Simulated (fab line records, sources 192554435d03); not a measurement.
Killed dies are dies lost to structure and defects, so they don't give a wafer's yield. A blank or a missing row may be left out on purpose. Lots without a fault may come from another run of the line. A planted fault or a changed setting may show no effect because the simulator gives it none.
Which tool did it? | flow n5_finfet | 23 lots, 69 wafers sampled, at 3 steps of a route of 1938

WHAT THE GAUGES READ, wafer by wafer
N5_MOL_CONTACT_COAG_CD_MEAS_40: target cd 25.1 nm.
lot  | measured     | on        | cd_nm (nm)
L074 | day 5 04:43  | cd_sem-02 | 24.93 25.08 24.99
L075 | day 5 07:46  | cd_sem-02 | 25.24 24.98 24.73
L077 | day 6 01:19  | cd_sem-03 | 25.08 25.18 25.82
L078 | day 6 06:53  | cd_sem-01 | 25.27 24.73 25.04
L079 | day 6 14:52  | cd_sem-02 | 24.96 24.98 25.22
L080 | day 7 01:03  | cd_sem-02 | 25.00 25.09 24.95
L081 | day 7 05:16  | cd_sem-02 | 25.10 25.15 24.93
L082 | day 7 07:38  | cd_sem-03 | 25.05 25.22 25.17
L083 | day 7 11:44  | cd_sem-01 | 24.93 25.05 25.16
L084 | day 7 15:52  | cd_sem-03 | 25.28 24.84 24.80
L085 | day 7 20:29  | cd_sem-02 | 24.88 25.12 24.82
L086 | day 8 03:52  | cd_sem-03 | 25.21 24.89 24.87
L087 | day 8 09:33  | cd_sem-02 | 25.27 24.86 25.10
L088 | day 8 11:24  | cd_sem-01 | 24.99 25.23 24.93
L089 | day 8 19:49  | cd_sem-01 | 25.31 25.45 25.42
L090 | day 8 23:08  | cd_sem-01 | 24.98 24.61 25.23
L091 | day 9 07:47  | cd_sem-01 | 24.81 25.10 25.44
L092 | day 9 17:58  | cd_sem-02 | 24.93 24.71 25.09
L093 | day 9 20:02  | cd_sem-01 | 25.66 25.40 25.30
L094 | day 10 09:10 | cd_sem-01 | 25.22 25.45 25.27
L095 | day 10 11:06 | cd_sem-01 | 25.31 25.12 25.20
L096 | day 10 13:55 | cd_sem-01 | 25.47 25.06 25.02
L097 | day 11 00:34 | cd_sem-02 | 25.23 24.99 24.97

N5_MOL_CONTACT_COAG_OVL_MEAS_41.
lot  | measured     | on         | VD_OVL (nm)
L074 | day 5 04:45  | overlay-02 | 0.0 0.3 0.9
L075 | day 5 07:47  | overlay-02 | -0.5 -0.1 0.2
L077 | day 6 01:21  | overlay-01 | 0.0 -0.1 -1.1
L078 | day 6 06:55  | overlay-01 | -1.0 -0.3 -0.3
L079 | day 6 14:54  | overlay-01 | -1.1 -1.5 -2.4
L080 | day 7 01:05  | overlay-01 | 0.0 0.1 0.4
L081 | day 7 05:18  | overlay-01 | 0.0 0.5 -0.2
L082 | day 7 07:40  | overlay-01 | 0.9 0.2 -0.4
L083 | day 7 11:46  | overlay-01 | -1.0 -1.4 -1.0
L084 | day 7 15:53  | overlay-01 | -0.6 0.3 -0.2
L085 | day 7 20:31  | overlay-01 | -2.2 -0.5 -0.1
L086 | day 8 03:55  | overlay-01 | -0.3 -0.5 -0.8
L087 | day 8 09:35  | overlay-01 | -0.5 0.8 -0.3
L088 | day 8 11:26  | overlay-01 | 0.1 -0.1 0.5
L089 | day 8 19:50  | overlay-01 | 0.1 0.9 0.7
L090 | day 8 23:10  | overlay-01 | 0.2 -0.8 0.4
L091 | day 9 07:49  | overlay-01 | -0.7 0.3 -0.4
L092 | day 9 17:59  | overlay-01 | -0.7 -0.5 0.3
L093 | day 9 20:04  | overlay-01 | -1.2 -1.2 -2.0
L094 | day 10 09:11 | overlay-01 | -0.1 -0.2 0.0
L095 | day 10 11:08 | overlay-01 | -0.3 -0.7 -0.4
L096 | day 10 13:58 | overlay-01 | 0.3 1.3 0.4
L097 | day 11 00:35 | overlay-01 | -0.4 -0.4 0.7

WHICH TOOL RAN EACH LOT (tool, then ch and the chambers of the sampled wafers, then the start)
lot  | N5_MOL_CONTACT_COAG_ALD_123
L074 | ald_sin-03 ch 0,3, day 5 02:28
L075 | ald_sin-04 ch 0,2, day 5 05:25
L077 | ald_sin-01 ch 0,2,3, day 5 22:41
L078 | ald_sin-04 ch 0,1,2, day 6 04:43
L079 | ald_sin-01 ch 1,2,3, day 6 12:37
L080 | ald_sin-01 ch 1,2,3, day 6 22:26
L081 | ald_sin-04 ch 0,1, day 7 02:55
L082 | ald_sin-03 ch 1,2,3, day 7 05:24
L083 | ald_sin-04 ch 0,2,3, day 7 09:23
L084 | ald_sin-01 ch 0,1,3, day 7 13:20
L085 | ald_sin-03 ch 0,1,3, day 7 17:19
L086 | ald_sin-04 ch 1,3, day 8 00:53
L087 | ald_sin-04 ch 0,3, day 8 07:10
L088 | ald_sin-04 ch 1,2,3, day 8 09:06
L089 | ald_sin-01 ch 0,2, day 8 17:26
L090 | ald_sin-03 ch 0,2,3, day 8 20:44
L091 | ald_sin-01 ch 1,3, day 9 05:26
L092 | ald_sin-01 ch 1,3, day 9 15:37
L093 | ald_sin-01 ch 1,2, day 9 17:49
L094 | ald_sin-01 ch 1,2,3, day 10 06:47
L095 | ald_sin-03 ch 1,2, day 10 08:19
L096 | ald_sin-03 ch 0,3, day 10 11:37
L097 | ald_sin-01 ch 0,2,3, day 10 22:11
- N5_MOL_CONTACT_COAG_ALD_123: deposits SiNx, target thk 5 nm, pulse time 1 s, purge time 2 s.

WHAT THE TOOLS THEMSELVES READ (means of the sampled wafers that have a number; where no wafer has one, the mark that the record gives instead)
N5_MOL_CONTACT_COAG_ALD_123.
lot  | tool       | chamber_pressure_Torr (Torr) | heater_power_w (W) | precursor_pulse_height_rel
L074 | ald_sin-03 | 2.002                        | 759                | 0.996
L075 | ald_sin-04 | 2.000                        | 817                | 1.011
L077 | ald_sin-01 | 1.998                        | 796                | 1.008
L078 | ald_sin-04 | 1.998                        | 778                | 1.014
L079 | ald_sin-01 | 2.002                        | 840                | 0.996
L080 | ald_sin-01 | 2.000                        | 840                | 0.993
L081 | ald_sin-04 | 2.001                        | 741                | 0.991
L082 | ald_sin-03 | 2.000                        | 909                | 0.978
L083 | ald_sin-04 | 2.001                        | 808                | 1.002
L084 | ald_sin-01 | 2.001                        | 851                | 1.018
L085 | ald_sin-03 | 2.001                        | 796                | 0.994
L086 | ald_sin-04 | 2.000                        | 715                | 1.002
L087 | ald_sin-04 | 2.001                        | 780                | 1.004
L088 | ald_sin-04 | 2.000                        | 764                | 1.003
L089 | ald_sin-01 | 2.004                        | 824                | 0.978
L090 | ald_sin-03 | 2.002                        | 820                | 1.019
L091 | ald_sin-01 | 1.997                        | 917                | 1.003
L092 | ald_sin-01 | 1.999                        | 909                | 0.979
L093 | ald_sin-01 | 2.000                        | 843                | 1.010
L094 | ald_sin-01 | 1.999                        | 855                | 0.994
L095 | ald_sin-03 | 1.998                        | 924                | 1.009
L096 | ald_sin-03 | 2.003                        | 767                | 0.980
L097 | ald_sin-01 | 1.999                        | 803                | 0.999

THE ANSWER, worked out from the rows above alone
Rule: what is usual is taken from the lots themselves. Put in order of their means at a reading, lots are off if they are a third of the lots or fewer, leave a main group of 4 or more, and stand apart from it by a gap of 3 or more times the standard deviation of the main group's means; of several such gaps the widest counts. A main group whose means are all the same, to the digits that the tables above print for the reading, isn't used. A lot without any number at a reading at which 4 lots or more have one is off too. The other lots that the step has rows for count as sound. The gauges are gone through in route order, then the tools' own readings, and for those a lot's mean is taken as printed above. The first step at which some lot is off is used, and at that step the reading that is off furthest; a lot without a number counts as furthest.
No lot is off at any reading shown: from this, nothing can be told.

WHAT THE SIMULATOR HAD PUT IN
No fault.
